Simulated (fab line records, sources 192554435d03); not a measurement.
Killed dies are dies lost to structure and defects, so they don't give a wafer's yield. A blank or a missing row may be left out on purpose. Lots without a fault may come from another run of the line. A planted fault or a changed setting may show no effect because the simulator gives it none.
Split-lot experiment | flow n5_finfet | 7 lots, 21 wafers read, on a route of 1938 steps

THE SPLIT
At N5_PASSIVATION_PASS_ETCH_47 (etches SiNx in CF4/O2, target depth 770 nm, time 385 s), the setting time_s was moved away from the recipe's 385 s on 6 of the 21 wafers read, by -20.4% to +18.1%. The other wafers ran this setting at the recipe's value.

The reading is taken at the split's own step.

THE READING
etch.depth_nm (the simulator's own value, which no gauge read), in nm, at N5_PASSIVATION_PASS_ETCH_47 (etches SiNx in CF4/O2, target depth 770 nm, time 385 s). The file gives no usual value for it. The 15 wafers here that ran the recipe average 771.0 nm, standard deviation 9.7 nm.

wafer  | tool, chamber at the split | time_s as run, s | against the recipe | etch.depth_nm, nm | against lot-mates on the recipe
L077.2 | rie_diel-06, 0             | 385              | recipe             | 772.9             | -
L077.3 | rie_diel-06, 3             | 385              | recipe             | 779.1             | -
L077.4 | rie_diel-06, 1             | 346.7            | -9.9%              | 672.7             | -103.3
L075.1 | rie_diel-01, 2             | 385              | recipe             | 773.6             | -
L075.4 | rie_diel-01, 3             | 385              | recipe             | 770.1             | -
L075.6 | rie_diel-01, 1             | 385              | recipe             | 762.6             | -
L076.1 | rie_diel-02, 3             | 385              | recipe             | 764.7             | -
L076.4 | rie_diel-02, 0             | 358.7            | -6.8%              | 716.6             | -44.6
L076.6 | rie_diel-02, 3             | 385              | recipe             | 757.7             | -
L078.1 | rie_diel-02, 1             | 385              | recipe             | 780.5             | -
L078.4 | rie_diel-02, 3             | 385              | recipe             | 766.1             | -
L078.6 | rie_diel-02, 0             | 385              | recipe             | 771.7             | -
L079.1 | rie_diel-01, 0             | 306.5            | -20.4%             | 643.9             | -136.6
L079.3 | rie_diel-01, 1             | 385              | recipe             | 782.9             | -
L079.4 | rie_diel-01, 2             | 385              | recipe             | 778               | -
L080.1 | rie_diel-02, 1             | 426.5            | +10.8%             | 868.1             | +99.1
L080.4 | rie_diel-02, 3             | 385              | recipe             | 750.2             | -
L080.6 | rie_diel-02, 1             | 385              | recipe             | 787.9             | -
L094.4 | rie_diel-06, 0             | 454.8            | +18.1%             | 904.8             | +138.1
L094.5 | rie_diel-06, 0             | 385              | recipe             | 766.7             | -
L094.6 | rie_diel-06, 3             | 454.8            | +18.1%             | 908.6             | +141.9

THE FIT
A straight line over all 21 wafers: etch.depth_nm changes by +7.42 nm for each +1% of time_s; r = +0.98; the points scatter about the line by 12 nm.
The same after taking each lot's own level away (the mean of its wafers on the recipe; 21 wafers): +7.68 nm for each +1%; r = +0.99; scatter 11 nm.
On that fit, the largest move of time_s shifts the reading by 1.6e+02 nm.
The lots' own levels span 761.20 to 780.45 nm, that is 2.0 times the standard deviation above.
So the lot-to-lot level changes the slope little: the two slopes agree.
Check: with one of the wafers moved furthest among these (-20.4%) left out of the fit, the line predicts -167 nm for it against its lot-mates. It came out at -137 nm against them.

OTHER SPLITS ON THESE WAFERS
These wafers also went through other splits before the reading. Each is held against what the fit with the lots' levels taken away leaves over:
other split on the same wafers | wafers away from the commonest value | r with etch.depth_nm (lot level and that fit taken away)
N5_BEOL_M12_ILD_DEP_00 time_s  | 4                                    | +0.18
N5_BEOL_M12_COAT_04 spin_rpm   | 6                                    | -0.14
N5_BEOL_M13_EXPOSE_07 dose_mj  | 5                                    | -0.31
N5_BEOL_M13_ETCH_59 time_s     | 9                                    | -0.16
N5_BEOL_M15_COAT_04 spin_rpm   | 5                                    | -0.02
N5_MIM_BOT_ETCH_ETCH_04 time_s | 13                                   | -0.31
N5_MIM_BOT_ETCH_ETCH_03 icp_w  | 6                                    | +0.14

THE FILE'S OWN FIT
etch.depth_nm changes by +7.67 nm for each +1% of time_s, r = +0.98.
